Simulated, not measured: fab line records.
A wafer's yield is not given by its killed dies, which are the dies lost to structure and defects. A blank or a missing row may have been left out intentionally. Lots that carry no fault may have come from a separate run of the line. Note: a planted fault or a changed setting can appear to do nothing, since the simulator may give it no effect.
A struck lot beside a sound one + flow nand-harc + 14 steps out of a route of 1159
Sound: the wafers L506.1, L506.4, L506.6. Struck: wafer L510.2. (L510.1, L510.3 of the same lot were not struck and are left out.) The cause comes at the end.
Per side, at each step with rows, come the tool, then ch with its chambers, and then its first start. Under that, the readings that differ: sound wafers + struck wafers + difference of the means + sigmas: that difference in standard deviations of wafers without a fault.
alike: words and numbers the same on both sides, and readings whose means are apart by under 2 such deviations; not compared: readings that were withheld, readings missing a value for some wafer, numbers with overlapping values and no deviation given by the record, and bounds like >300 which may hide the same value.
Wherever a step has rows on one side only, a row that says differs or no value, or a row with sigmas, the two part there. When numbers do not overlap yet have no deviation, they are printed without sigmas and do not part them. A reading missing from all wafers of one side parts the sides only when that side holds two or more wafers.

first, 1 step without rows for these wafers: NHARC_P_CONTACT_ETCH_35 (etches the open film in CF4, target depth 39 nm, time 65 s).
NHARC_P_CONTACT_ETCH_36: etches the open film in N2/H2, target depth 260 nm, time 406.25 s.
  sound on rie-diel-04 ch 0,1,3; struck on rie-diel-04 ch 0
  alike: drypump-motor-current-A, oes-product-au, rf-vpp-V, showerhead-plenum-p-Torr, throttle-valve-pct
  not compared: rf-hours-counter-h
then, 2 steps without rows for these wafers: NHARC_P_CONTACT_ETCH_18 (etches the open film in C4F8/O2/Ar, target depth 481 nm, time 240.5 s); NHARC_P_CONTACT_STRIP_37 (strips in C4F8/O2/Ar).
NHARC_P_CONTACT_ETCH_31: etches the open film in CH3F/O2, target depth 30 nm, time 85.7 s.
  sound on rie-diel-04 ch 0,1,2; struck on rie-diel-04 ch 2
  alike: drypump-motor-current-A, oes-product-au, rf-vpp-V, showerhead-plenum-p-Torr, throttle-valve-pct
  not compared: rf-hours-counter-h
NHARC_P_CONTACT_CD_MEAS_19:
  sound: cd-sem-03 at day 7 04:28; struck: cd-sem-01 at day 8 22:20
  alike: cd-nm
NHARC_P_CONTACT_STRIP_28: strips in O2.
  sound on rie-diel-04 ch 2,3, day 7 04:33; struck on rie-diel-04 ch 0, day 8 22:25
| reading                         | sound          | struck | difference | sigmas |
|---------------------------------|----------------|--------|------------|--------|
| showerhead-plenum-p-Torr (Torr) | 3.32 3.39 3.32 | 3.70   | +0.36      | +2     |
  alike: drypump-motor-current-A, oes-product-au, rf-vpp-V, throttle-valve-pct
  not compared: rf-hours-counter-h
then, 1 step without rows for these wafers: NHARC_P_CONTACT_STRIP_29 (strips in post etch residue remover, time 1200 s).
NHARC_P_CONTACT_DEGAS_38: time 60 s.
  sound: pvd-sputter-02 at day 7 05:12; struck: pvd-sputter-03 at day 8 23:02
  alike: heater-power-w
then, 1 step without rows for these wafers: NHARC_P_CONTACT_PRE_CLEAN_39 (time 19.5 s).
NHARC_P_CONTACT_PVD_32: deposits Ti, target thk 5 nm, time 17.7 s.
  sound on pvd-sputter-02; struck on pvd-sputter-03
  alike: cathode-dc-power-W, throttle-valve-pct
then, 1 step without rows for these wafers: NHARC_P_CONTACT_ALD_22 (deposits TiN, target thk 3 nm, pulse time 1 s, ald cycles 150).
NHARC_P_CONTACT_CVD_23: deposits W, target thk 200 nm, time 557 s.
  sound on cvd-w-02 ch 1, day 7 09:23; struck on cvd-w-01 ch 0, day 9 01:23
| reading            | sound       | struck | difference | sigmas |
|--------------------|-------------|--------|------------|--------|
| heater-power-w (W) | 397 403 390 | 511    | +114       | +3     |
  alike: mfc-wf6-sccm, throttle-valve-pct
NHARC_P_CONTACT_CMP_24: polishes, t overpolish 30 s, target thk 200 nm.
  sound on cmp-02 ch 1,2,3, day 7 09:58; struck on cmp-04 ch 0, day 9 02:02
| reading                | sound    | struck | difference | sigmas |
|------------------------|----------|--------|------------|--------|
| time-to-endpoint-s (s) | 35 34 36 | 64     | +29        | +9     |
  alike: motor-current-A, overpolish-run-s
  not compared: pad-life-wafers

WHERE THEY PART
Earliest at NHARC_P_CONTACT_STRIP_28; latest, in this record, at NHARC_P_CONTACT_CMP_24.

WHY: whatever the simulator had introduced
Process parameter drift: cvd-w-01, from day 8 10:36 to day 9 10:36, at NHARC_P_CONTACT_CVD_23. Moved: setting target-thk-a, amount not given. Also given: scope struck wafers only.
